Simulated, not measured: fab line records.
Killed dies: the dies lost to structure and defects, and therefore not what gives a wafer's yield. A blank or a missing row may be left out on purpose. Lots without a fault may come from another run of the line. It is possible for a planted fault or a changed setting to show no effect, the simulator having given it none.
Matching of chambers ; flow n5Finfet ; 4 sister chambers for N5_FIN_CUT_CUT_ETCH_28 on rieSi-02
The step etches Si in HBr/Cl2/O2, target depth 6 nm, time 2.4 s. 4 wafers are shown with their chamber, then 8 later ones without.

WAFERS WITH THEIR CHAMBER
wafer;chamber;drypumpMotorCurrentA (A)
L091.2;3;6.0
L091.3;0;6.3
L091.4;2;5.3
L092.2;1;6.2

WAFERS WHOSE CHAMBER IS MISSING
wafer;drypumpMotorCurrentA (A)
L092.4;6.3
L092.5;6.0
L095.1;6.1
L095.3;6.0
L095.6;6.3
L096.2;6.3
L096.4;6.0
L096.6;6.1

EACH ONE'S CHAMBER
wafer;from the rows above;in truth
L092.4;0;0
L092.5;3;3
L095.1;can't be placed: 3 or 1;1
L095.3;3;3
L095.6;0;0
L096.2;0;0
L096.4;3;3
L096.6;can't be placed: 3 or 1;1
Placed correctly: 6 of 8. Unplaceable from these rows: 2, with the true chamber sitting among the candidates in 2. Placed wrongly: 0.
How it was worked out, from the rows above alone: a wafer's distance from a chamber is the root of the sum, over the readings, of the square of ((its reading less the chamber's mean) divided by the reading's scatter). The wafer belongs to the nearest chamber; if the next one is less than 2 further off, it can't be placed. The mean given for a chamber averages the wafers shown for that chamber. The scatter (one wafer shown for each chamber): square how far every hidden wafer sits from the nearest shown wafer, average those squares and take the square root.
